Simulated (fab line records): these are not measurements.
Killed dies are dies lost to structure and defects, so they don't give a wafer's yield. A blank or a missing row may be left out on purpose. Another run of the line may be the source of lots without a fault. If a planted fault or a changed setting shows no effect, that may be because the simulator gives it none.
Lot-split experiment :: flow n5_finfet :: route with 1938 steps; 7 lots, 39 wafers read

ON THE SPLIT
At N5_BEOL_M3_TRENCH_ETCH_37 (etches SiOC in C4F6/O2, target depth 55.555 nm, time 29.2 s), the setting target_depth_a was moved away from the recipe's 555.55 angstrom on 15 of the 39 wafers read, by -56.9% to -36.4%. For the rest of the wafers, this setting stayed at what the recipe calls for.

FROM THE SPLIT TO THE READING: what the file shows between them, 2 steps
- N5_BEOL_M3_ETCH_41: etches SiCN in CH3F/O2, target depth 29.9 nm, time 52.5 s
- N5_BEOL_M3_STRIP_97: strips in N2/H2, time 10 s

THE READING
trench_depth_nm, in nm, at N5_BEOL_M3_OCD_MEAS_38. A value of 56.2 nm with a standard deviation of 1.7 nm is what fault-free wafers of this fab line usually give.

wafer: L074.1
tool, chamber at the split: rie_diel-06, 1
target_depth_a as run, angstrom: 555.55
against the recipe: recipe
trench_depth_nm, nm: 53.8
against lot-mates on the recipe: -

wafer: L074.2
tool, chamber at the split: rie_diel-06, 2
target_depth_a as run, angstrom: 263.7
against the recipe: -52.5%
trench_depth_nm, nm: 26.1
against lot-mates on the recipe: -28.6

wafer: L074.3
tool, chamber at the split: rie_diel-06, 0
target_depth_a as run, angstrom: 555.55
against the recipe: recipe
trench_depth_nm, nm: 55.6
against lot-mates on the recipe: -

wafer: L074.4
tool, chamber at the split: rie_diel-06, 3
target_depth_a as run, angstrom: 263.7
against the recipe: -52.5%
trench_depth_nm, nm: 26.3
against lot-mates on the recipe: -28.4

wafer: L074.5
tool, chamber at the split: rie_diel-06, 3
target_depth_a as run, angstrom: 263.7
against the recipe: -52.5%
trench_depth_nm, nm: 26.3
against lot-mates on the recipe: -28.4

wafer: L074.6
tool, chamber at the split: rie_diel-06, 2
target_depth_a as run, angstrom: 555.55
against the recipe: recipe
trench_depth_nm, nm: 54.6
against lot-mates on the recipe: -

wafer: L081.1
tool, chamber at the split: rie_diel-02, 3
target_depth_a as run, angstrom: 313.5
against the recipe: -43.6%
trench_depth_nm, nm: 31.0
against lot-mates on the recipe: -24.1

wafer: L081.2
tool, chamber at the split: rie_diel-02, 1
target_depth_a as run, angstrom: 555.55
against the recipe: recipe
trench_depth_nm, nm: 55.5
against lot-mates on the recipe: -

wafer: L081.3
tool, chamber at the split: rie_diel-02, 2
target_depth_a as run, angstrom: 313.5
against the recipe: -43.6%
trench_depth_nm, nm: 31.9
against lot-mates on the recipe: -23.2

wafer: L081.4
tool, chamber at the split: rie_diel-02, 0
target_depth_a as run, angstrom: 555.55
against the recipe: recipe
trench_depth_nm, nm: 54.7
against lot-mates on the recipe: -

wafer: L081.5
tool, chamber at the split: rie_diel-02, 3
target_depth_a as run, angstrom: 555.55
against the recipe: recipe
trench_depth_nm, nm: 55.0
against lot-mates on the recipe: -

wafer: L081.6
tool, chamber at the split: rie_diel-02, 0
target_depth_a as run, angstrom: 313.5
against the recipe: -43.6%
trench_depth_nm, nm: 30.4
against lot-mates on the recipe: -24.7

wafer: L079.2
tool, chamber at the split: rie_diel-03, 0
target_depth_a as run, angstrom: 555.55
against the recipe: recipe
trench_depth_nm, nm: 60.5
against lot-mates on the recipe: -

wafer: L079.3
tool, chamber at the split: rie_diel-03, 1
target_depth_a as run, angstrom: 555.55
against the recipe: recipe
trench_depth_nm, nm: 56.5
against lot-mates on the recipe: -

wafer: L079.5
tool, chamber at the split: rie_diel-03, 1
target_depth_a as run, angstrom: 555.55
against the recipe: recipe
trench_depth_nm, nm: 57.1
against lot-mates on the recipe: -

wafer: L082.1
tool, chamber at the split: rie_diel-02, 1
target_depth_a as run, angstrom: 239.5
against the recipe: -56.9%
trench_depth_nm, nm: 24.3
against lot-mates on the recipe: -31.3

wafer: L082.2
tool, chamber at the split: rie_diel-02, 3
target_depth_a as run, angstrom: 555.55
against the recipe: recipe
trench_depth_nm, nm: 55.4
against lot-mates on the recipe: -

wafer: L082.3
tool, chamber at the split: rie_diel-02, 2
target_depth_a as run, angstrom: 555.55
against the recipe: recipe
trench_depth_nm, nm: 55.7
against lot-mates on the recipe: -

wafer: L082.4
tool, chamber at the split: rie_diel-02, 2
target_depth_a as run, angstrom: 555.55
against the recipe: recipe
trench_depth_nm, nm: 55.7
against lot-mates on the recipe: -

wafer: L082.5
tool, chamber at the split: rie_diel-02, 1
target_depth_a as run, angstrom: 239.5
against the recipe: -56.9%
trench_depth_nm, nm: 23.9
against lot-mates on the recipe: -31.7

wafer: L082.6
tool, chamber at the split: rie_diel-02, 3
target_depth_a as run, angstrom: 239.5
against the recipe: -56.9%
trench_depth_nm, nm: 23.8
against lot-mates on the recipe: -31.8

wafer: L090.1
tool, chamber at the split: rie_diel-03, 2
target_depth_a as run, angstrom: 555.55
against the recipe: recipe
trench_depth_nm, nm: 57.2
against lot-mates on the recipe: -

wafer: L090.2
tool, chamber at the split: rie_diel-03, 3
target_depth_a as run, angstrom: 555.55
against the recipe: recipe
trench_depth_nm, nm: 55.7
against lot-mates on the recipe: -

wafer: L090.3
tool, chamber at the split: rie_diel-03, 0
target_depth_a as run, angstrom: 353.6
against the recipe: -36.4%
trench_depth_nm, nm: 39.1
against lot-mates on the recipe: -17.5

wafer: L090.4
tool, chamber at the split: rie_diel-03, 0
target_depth_a as run, angstrom: 353.6
against the recipe: -36.4%
trench_depth_nm, nm: 38.3
against lot-mates on the recipe: -18.3

wafer: L090.5
tool, chamber at the split: rie_diel-03, 3
target_depth_a as run, angstrom: 353.6
against the recipe: -36.4%
trench_depth_nm, nm: 35.5
against lot-mates on the recipe: -21.1

wafer: L090.6
tool, chamber at the split: rie_diel-03, 2
target_depth_a as run, angstrom: 555.55
against the recipe: recipe
trench_depth_nm, nm: 56.8
against lot-mates on the recipe: -

wafer: L092.1
tool, chamber at the split: rie_diel-06, 3
target_depth_a as run, angstrom: 555.55
against the recipe: recipe
trench_depth_nm, nm: 55.2
against lot-mates on the recipe: -

wafer: L092.2
tool, chamber at the split: rie_diel-06, 0
target_depth_a as run, angstrom: 555.55
against the recipe: recipe
trench_depth_nm, nm: 55.8
against lot-mates on the recipe: -

wafer: L092.3
tool, chamber at the split: rie_diel-06, 2
target_depth_a as run, angstrom: 555.55
against the recipe: recipe
trench_depth_nm, nm: 53.4
against lot-mates on the recipe: -

wafer: L092.4
tool, chamber at the split: rie_diel-06, 1
target_depth_a as run, angstrom: 555.55
against the recipe: recipe
trench_depth_nm, nm: 57.9
against lot-mates on the recipe: -

wafer: L092.5
tool, chamber at the split: rie_diel-06, 1
target_depth_a as run, angstrom: 555.55
against the recipe: recipe
trench_depth_nm, nm: 57.9
against lot-mates on the recipe: -

wafer: L092.6
tool, chamber at the split: rie_diel-06, 0
target_depth_a as run, angstrom: 555.55
against the recipe: recipe
trench_depth_nm, nm: 55.5
against lot-mates on the recipe: -

wafer: L095.1
tool, chamber at the split: rie_diel-03, 3
target_depth_a as run, angstrom: 346.8
against the recipe: -37.6%
trench_depth_nm, nm: 35.2
against lot-mates on the recipe: -22.7

wafer: L095.2
tool, chamber at the split: rie_diel-03, 1
target_depth_a as run, angstrom: 346.8
against the recipe: -37.6%
trench_depth_nm, nm: 34.9
against lot-mates on the recipe: -23.0

wafer: L095.3
tool, chamber at the split: rie_diel-03, 0
target_depth_a as run, angstrom: 346.8
against the recipe: -37.6%
trench_depth_nm, nm: 37.6
against lot-mates on the recipe: -20.3

wafer: L095.4
tool, chamber at the split: rie_diel-03, 2
target_depth_a as run, angstrom: 555.55
against the recipe: recipe
trench_depth_nm, nm: 56.9
against lot-mates on the recipe: -

wafer: L095.5
tool, chamber at the split: rie_diel-03, 3
target_depth_a as run, angstrom: 555.55
against the recipe: recipe
trench_depth_nm, nm: 57.0
against lot-mates on the recipe: -

wafer: L095.6
tool, chamber at the split: rie_diel-03, 0
target_depth_a as run, angstrom: 555.55
against the recipe: recipe
trench_depth_nm, nm: 59.9
against lot-mates on the recipe: -

FIT RESULTS
A straight line over all 39 wafers: trench_depth_nm changes by +0.561 nm for each +1% of target_depth_a; r = +0.99; the points scatter about the line by 1.6 nm.
The same after taking each lot's own level away (the mean of its wafers on the recipe; 39 wafers): +0.551 nm for each +1%; r = +1.00; scatter 1.2 nm.
The reading moves by 31 nm for the largest change in target_depth_a, on that fit.
Across the lots, their own levels run from 54.67 to 58.03 nm, a range of 2.0 times the standard deviation given above.
The two slopes agree, so the slope changes little with the lot-to-lot level.
Check: with one of the wafers moved furthest among these (-56.9%) left out of the fit, the line predicts -31.3 nm for it against its lot-mates. It came out at -31.3 nm against them.

OTHER SPLITS ON THESE WAFERS
Before the reading, these wafers also passed through other splits. Each is held against what the fit with the lots' levels taken away leaves over:
other split on the same wafers: N5_FIN_SAQP_PECVD_06 time_s
wafers away from the commonest value: 15
r with trench_depth_nm (lot level and that fit taken away): +0.01

other split on the same wafers: N5_SPACER0_ALD_07 target_thk_a
wafers away from the commonest value: 15
r with trench_depth_nm (lot level and that fit taken away): +0.22

other split on the same wafers: N5_HKMG_FIN_CVD_62 time_s
wafers away from the commonest value: 9
r with trench_depth_nm (lot level and that fit taken away): -0.30

other split on the same wafers: N5_MOL_CONTACT_COAG_ALD_27 time_s
wafers away from the commonest value: 18
r with trench_depth_nm (lot level and that fit taken away): +0.07

other split on the same wafers: N5_BEOL_M1_ILD_DEP_00 time_s
wafers away from the commonest value: 18
r with trench_depth_nm (lot level and that fit taken away): -0.07

THE WHOLE CHAIN: every reading that the file lists as answering this split, in the file's order
step: N5_BEOL_M3_TRENCH_ETCH_37
what it does: etches SiOC in C4F6/O2, target depth 55.555 nm, time 29.2 s
reading: BEOL_M3.feature_depth_nm (the simulator's own value, which no gauge read)
change (the file's fit): +0.55 nm for each +1% of the setting
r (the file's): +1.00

step: N5_BEOL_M3_TRENCH_ETCH_37
what it does: etches SiOC in C4F6/O2, target depth 55.555 nm, time 29.2 s
reading: etch.depth_nm (the simulator's own value, which no gauge read)
change (the file's fit): +0.55 nm for each +1% of the setting
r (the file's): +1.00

step: N5_BEOL_M3_TRENCH_ETCH_37
what it does: etches SiOC in C4F6/O2, target depth 55.555 nm, time 29.2 s
reading: TiN_of_BEOL_M3_HM_DEP_02.thk_nm (the simulator's own value, which no gauge read)
change (the file's fit): -0.0237 nm for each +1% of the setting
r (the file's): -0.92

step: N5_BEOL_M3_OCD_MEAS_38
what it does: 
reading: trench_depth_nm
change (the file's fit): +0.551 nm for each +1% of the setting
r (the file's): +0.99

THE FILE'S OWN FIT
trench_depth_nm changes by +0.551 nm for each +1% of target_depth_a, r = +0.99.
